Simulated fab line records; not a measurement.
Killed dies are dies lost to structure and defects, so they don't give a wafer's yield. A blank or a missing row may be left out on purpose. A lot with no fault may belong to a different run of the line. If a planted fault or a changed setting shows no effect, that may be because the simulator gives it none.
Problem report, 8D (eight disciplines) form, completed by code -- flow n5_finfet -- the parts of the form that need people (team, actions taken, sign-off) are left out

== 1. WHAT IS WRONG ==
Across 6 wafers from 3 lots, M5_ILD_THK at N5_BEOL_M5_THK_MEAS_01 averages 42.9 nm, while fault-free wafers read 119.9 nm with a standard deviation of 1.6. Measured from the usual mean, that is -48 standard deviations.
Seen first at day 12 13:16 on film_metro-02, wafer L873.3. Wafers with a number at this step in the record: 15, from 5 lots. By rule, "out" or "out of limits" means more than 4 standard deviations away from the usual mean. The rest of the wafers with a number are treated as sound.

== 2. WHAT THIS IS AND IS NOT ==
question,is,is not
which readings at this step,M5_ILD_THK,-
which lots,"L873, L875, L876","L872, L883"
which wafers of those lots,"L873.3, L873.5, L875.3, L875.5, L876.3, L876.5","L873.6, L875.6, L876.4"
read on which gauges,"film_metro-01, film_metro-02",-
when,from day 12 13:16,"up to then (4 sound wafers); but 5 sound wafers of L875, L876, L883 came after"

== 3. SUSPECTS, AND WHAT RULES EACH OUT ==
Counting: if a tool at a process step up to the reading ran every lot that is out, it stays a suspect. Sound lots after the first of them don't rule it out here, since some wafers of a struck lot are sound.
- ruled out: the gauge at N5_BEOL_M5_THK_MEAS_01. 2 gauges (film_metro-01, film_metro-02) read the wafers that are out.
- pecvd-03 at N5_BEOL_M5_ILD_DEP_00 (deposits SiCOH lowk from DEMS/porogen, target thk 140.64 nm, time 25.9 s): kept. Ran every lot that is out, first one L873 (day 12 12:41); last sound lot up to then L872 (day 12 07:13).
Left after counting: pecvd-03 at N5_BEOL_M5_ILD_DEP_00.

== 4. THE CAUSE (what the simulator had put in) ==
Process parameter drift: pecvd-03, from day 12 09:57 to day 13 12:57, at N5_BEOL_M5_ILD_DEP_00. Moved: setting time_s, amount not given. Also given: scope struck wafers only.
Counting left only this tool.

== 5. THE EFFECT CHAIN, in route order ==
Each row: a reading where the mean over the struck wafers with a number is more than 3 standard deviations away from the usual. Readings are gone through only where the record gives a usual standard deviation; hours: the median, over the lots, of the time from a lot's start at the first step in this table giving one to that lot's start at this step; sigmas: the change measured in usual standard deviations.
hours,step,reading,usual,on struck wafers,change,sigmas
0,N5_BEOL_M5_THK_MEAS_01,M5_ILD_THK,119.9 nm,42.9,-77.0,-48
112,N5_PASSIVATION_PROBE_49,defect_limited_yield,91.2 %,0.0,-91.2,-61
112,N5_PASSIVATION_PROBE_49,killed_at_M4_up,14,1086,+1072,+99 or more
112,N5_PASSIVATION_PROBE_49,killed_dies,104,1180,+1076,+60
112,N5_PASSIVATION_PROBE_49,killed_on_rim,14,152,+138,+34
112,N5_PASSIVATION_PROBE_49,sort_n_pass,1076,0,-1076,-60
112,N5_PASSIVATION_PROBE_49,sort_yield_pct,91.2 %,0.0,-91.2,-61
Process steps it contains:
- N5_PASSIVATION_PROBE_49

== 6. HOW IT WOULD HAVE BEEN CAUGHT EARLIER ==
Counted from the fault's start at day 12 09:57, it took 3 hours until the first out-of-limits reading at a measuring or inspecting step in this record, taken at day 12 13:16.
Tool readings at N5_BEOL_M5_ILD_DEP_00 with a usual standard deviation given in the record: none out on any struck wafer, hence no alarm at a limit of 4 standard deviations on them.
Among the 3 lots that are out, L876, L875 began N5_BEOL_M5_ILD_DEP_00 on pecvd-03 after day 12 13:16. A hold on the tool at that time would have spared those 2.
